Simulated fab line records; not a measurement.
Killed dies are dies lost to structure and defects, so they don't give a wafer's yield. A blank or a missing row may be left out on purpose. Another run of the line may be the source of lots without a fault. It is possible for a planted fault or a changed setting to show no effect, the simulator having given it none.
Which tool did it? + flow n5-finfet + 35 wafers from 12 lots sampled at 5 of the route's 1938 steps

WHAT THE GAUGES SHOWED, per wafer
N5_BEOL_M6_OVL_MEAS_12.
| lot  | measured     | on         | M6_OVL (nm)    |
|------|--------------|------------|----------------|
| L502 | day 10 02:49 | overlay-02 | 0.0 -0.1 0.1   |
| L503 | day 10 05:47 | overlay-01 | -0.5 -0.9 -0.6 |
| L504 | day 10 13:31 | overlay-02 | 1.1 1.9        |
| L506 | day 11 15:50 | overlay-02 | 0.0 1.4 0.9    |
| L508 | day 11 16:08 | overlay-01 | -0.7 -2.1 -1.8 |
| L509 | day 11 21:11 | overlay-01 | 1.1 1.0 0.2    |
| L510 | day 11 23:46 | overlay-02 | -0.1 -0.4 -0.5 |
| L511 | day 12 04:17 | overlay-02 | 0.9 0.8 0.3    |
| L517 | day 14 08:11 | overlay-02 | 11.7 11.2 11.3 |
| L522 | day 14 22:13 | overlay-01 | 13.1 13.0 12.7 |
| L523 | day 15 23:56 | overlay-01 | -0.4 -0.3 -0.4 |
| L524 | day 16 01:19 | overlay-01 | -1.1 -0.5 -0.7 |

N5_BEOL_M6_CD_MEAS_18: pitch 80 nm, target cd 40 nm.
| lot  | measured     | on        | cd-nm (nm)     |
|------|--------------|-----------|----------------|
| L502 | day 10 03:20 | cd-sem-02 | 39.5 40.7 39.9 |
| L503 | day 10 06:18 | cd-sem-02 | 39.4 40.1 40.0 |
| L504 | day 10 14:17 | cd-sem-02 | 40.1 39.0      |
| L506 | day 11 16:27 | cd-sem-03 | 40.1 40.4 39.6 |
| L508 | day 11 16:52 | cd-sem-03 | 39.8 40.3 40.1 |
| L509 | day 11 21:51 | cd-sem-02 | 38.8 40.0 39.7 |
| L510 | day 12 00:17 | cd-sem-01 | 39.2 38.5 39.3 |
| L511 | day 12 04:48 | cd-sem-03 | 39.7 39.8 39.3 |
| L517 | day 14 08:44 | cd-sem-02 | 40.3 40.0 39.7 |
| L522 | day 14 23:07 | cd-sem-01 | 39.8 39.7 39.8 |
| L523 | day 16 00:28 | cd-sem-03 | 38.5 39.7 39.6 |
| L524 | day 16 01:53 | cd-sem-03 | 40.0 39.2 39.3 |

WHAT TOOL EACH LOT RAN ON (gives the tool, then ch and the chambers of the sampled wafers, and finally the start)
| lot  | N5_BEOL_M5_ANNEAL_89         | N5_BEOL_M5_ANNEAL_51             | N5_BEOL_M6_EXPOSE_08               |
|------|------------------------------|----------------------------------|------------------------------------|
| L502 | pvd-sputter-02, day 9 23:02  | rtp-anneal-01 ch 0, day 10 00:17 | arfi-scanner-03 ch 0, day 10 02:40 |
| L503 | pvd-sputter-01, day 10 01:17 | rtp-anneal-01 ch 0, day 10 02:58 | arfi-scanner-01 ch 0, day 10 05:38 |
| L504 | pvd-sputter-02, day 10 09:43 | rtp-anneal-02 ch 0, day 10 10:58 | arfi-scanner-01 ch 0, day 10 13:21 |
| L506 | pvd-sputter-02, day 11 11:07 | rtp-anneal-02 ch 0, day 11 12:19 | arfi-scanner-01 ch 0, day 11 15:40 |
| L508 | pvd-sputter-03, day 11 12:07 | rtp-anneal-01 ch 0, day 11 13:19 | arfi-scanner-01 ch 0, day 11 15:59 |
| L509 | pvd-sputter-02, day 11 16:29 | rtp-anneal-02 ch 0, day 11 17:41 | arfi-scanner-01 ch 0, day 11 21:01 |
| L510 | pvd-sputter-01, day 11 19:20 | rtp-anneal-02 ch 0, day 11 20:32 | arfi-scanner-03 ch 0, day 11 23:37 |
| L511 | pvd-sputter-02, day 11 23:09 | rtp-anneal-01 ch 0, day 12 00:52 | arfi-scanner-03 ch 0, day 12 04:08 |
| L517 | pvd-sputter-02, day 14 03:49 | rtp-anneal-02 ch 0, day 14 05:19 | arfi-scanner-03 ch 0, day 14 08:01 |
| L522 | pvd-sputter-03, day 14 17:18 | rtp-anneal-01 ch 0, day 14 18:49 | arfi-scanner-03 ch 0, day 14 22:04 |
| L523 | pvd-sputter-03, day 15 18:47 | rtp-anneal-02 ch 0, day 15 20:03 | arfi-scanner-01 ch 0, day 15 23:47 |
| L524 | pvd-sputter-01, day 15 21:13 | rtp-anneal-02 ch 0, day 15 22:25 | arfi-scanner-01 ch 0, day 16 01:10 |
- N5_BEOL_M5_ANNEAL_89: time 1800 s.
- N5_BEOL_M5_ANNEAL_51: time 90 s.
- N5_BEOL_M6_EXPOSE_08: exposes mask M6.

AS READ BY THE TOOLS THEMSELVES (means over the sampled wafers that have a number; for cases with no such wafer, the mark the record gives instead)
N5_BEOL_M5_ANNEAL_89.
| lot  | tool           | heater-power-w (W) | susceptor-temp-C (C) | susceptor_temp_C_max |
|------|----------------|--------------------|----------------------|----------------------|
| L502 | pvd-sputter-02 | 886                | 400.05               | 400.7                |
| L503 | pvd-sputter-01 | 862                | 399.90               | 400.8                |
| L504 | pvd-sputter-02 | 720                | 399.89               | 400.7                |
| L506 | pvd-sputter-02 | 808                | 399.76               | 400.4                |
| L508 | pvd-sputter-03 | 827                | 399.89               | 401.0                |
| L509 | pvd-sputter-02 | 864                | 399.91               | 400.5                |
| L510 | pvd-sputter-01 | 888                | 399.97               | 400.8                |
| L511 | pvd-sputter-02 | 937                | 400.09               | 400.8                |
| L517 | pvd-sputter-02 | 766                | 400.03               | 400.7                |
| L522 | pvd-sputter-03 | 807                | 400.09               | 401.5                |
| L523 | pvd-sputter-03 | 789                | 399.90               | 401.4                |
| L524 | pvd-sputter-01 | 887                | 399.88               | 400.5                |

N5_BEOL_M5_ANNEAL_51.
| lot  | tool          | anneal-temp-c (C) | wafer_temp_C_max |
|------|---------------|-------------------|------------------|
| L502 | rtp-anneal-01 | 224.91            | 226.69           |
| L503 | rtp-anneal-01 | 225.19            | 226.23           |
| L504 | rtp-anneal-02 | 224.82            | 226.32           |
| L506 | rtp-anneal-02 | 225.04            | 226.15           |
| L508 | rtp-anneal-01 | 225.02            | 226.23           |
| L509 | rtp-anneal-02 | 224.94            | 226.17           |
| L510 | rtp-anneal-02 | 224.79            | 226.31           |
| L511 | rtp-anneal-01 | 224.99            | 226.40           |
| L517 | rtp-anneal-02 | 224.98            | 226.28           |
| L522 | rtp-anneal-01 | 225.11            | 225.93           |
| L523 | rtp-anneal-02 | 225.09            | 226.08           |
| L524 | rtp-anneal-02 | 224.94            | 226.21           |

THE ANSWER, worked out from the rows above alone
Rule: usual is defined by the lots themselves. The widest of any qualifying gaps counts: lots, ordered by their means at a reading, are off when they make up no more than a third of the lots, leave a main group of 4 or more, and stand apart from it by 3 or more times the standard deviation of that group's means. If all means in a main group match to the digits the tables above print for the reading, that group is not used. A lot without any number at a reading at which 4 lots or more have one is off too. Where the step has rows for the other lots, those lots are counted as sound. After the gauges, taken in route order, come the tools' own readings; for these a lot's mean is taken, as printed above. At the first step where some lot is off, the reading lying furthest off is the one used; lots without a number count as furthest.
Off: at N5_BEOL_M6_OVL_MEAS_12 (M6_OVL), L517, L522. Mean 0.0 nm and standard deviation 0.87 in the main group.
A tool fits if, at a process step before that reading, it ran every lot that is off, and no sound lot after the first of them. The gauges at N5_BEOL_M6_OVL_MEAS_12 are tried like those tools. One fits: N5_BEOL_M6_EXPOSE_08 on arfi-scanner-03. A fault onset in the window from L511 (day 12 04:08, its last sound lot) to L517 (day 14 08:01, its first lot off) fits.

WHAT WAS PUT IN BY THE SIMULATOR
Scanner matching overlay: arfi-scanner-03, from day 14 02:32 on, at N5_BEOL_M6_EXPOSE_08. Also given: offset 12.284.
Lots struck among those shown: L517, L522. The rule above found the same.
